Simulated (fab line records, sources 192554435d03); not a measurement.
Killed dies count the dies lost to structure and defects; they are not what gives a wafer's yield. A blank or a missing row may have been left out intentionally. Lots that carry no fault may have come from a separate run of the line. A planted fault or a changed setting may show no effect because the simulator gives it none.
Chamber matching -- flow n5-finfet -- N5_BEOL_M11_STRIP_19 on rie-diel-04: 4 sister chambers
The step strips in O2. 8 wafers are shown with their chamber, then 8 later ones without.

## EACH WAFER AND ITS CHAMBER
wafer,chamber,drypump-motor-current-A (A),throttle-valve-pct (%)
L076.6,0,5.3,16.46
L081.3,0,5.4,16.48
L085.1,1,5.1,16.20
L085.3,3,5.9,17.17
L092.1,3,5.9,16.75
L092.2,2,4.7,16.45
L092.4,2,4.7,16.45
L090.1,1,5.1,16.23

## WAFERS WITHOUT THEIR CHAMBER
wafer,drypump-motor-current-A (A),throttle-valve-pct (%)
L090.3,5.9,16.71
L090.4,5.9,16.74
L093.2,5.1,16.25
L093.5,5.1,16.24
L093.6,4.7,16.45
L095.1,4.7,16.46
L095.2,5.4,16.54
L095.6,4.7,16.46

## WHICH CHAMBER EACH WENT THROUGH
wafer,from the rows above,in truth
L090.3,3,3
L090.4,3,3
L093.2,1,1
L093.5,1,1
L093.6,2,2
L095.1,2,2
L095.2,0,0
L095.6,2,2
Correctly placed: 8 of 8. Can't be placed from these rows: 0. Number placed wrongly: 0.
How it was worked out, from the rows above alone: a wafer's distance from a chamber is the root of the sum, over the readings, of the square of ((its reading less the chamber's mean) divided by the reading's scatter). If the next closest chamber is less than 2 further off than the closest, the wafer can't be placed; otherwise it belongs to the closest. Each chamber's mean is taken over the wafers shown for it. The scatter: take each reading less its chamber's mean, square it, sum over the shown wafers, divide by the number of wafers less the number of chambers, and take the root.
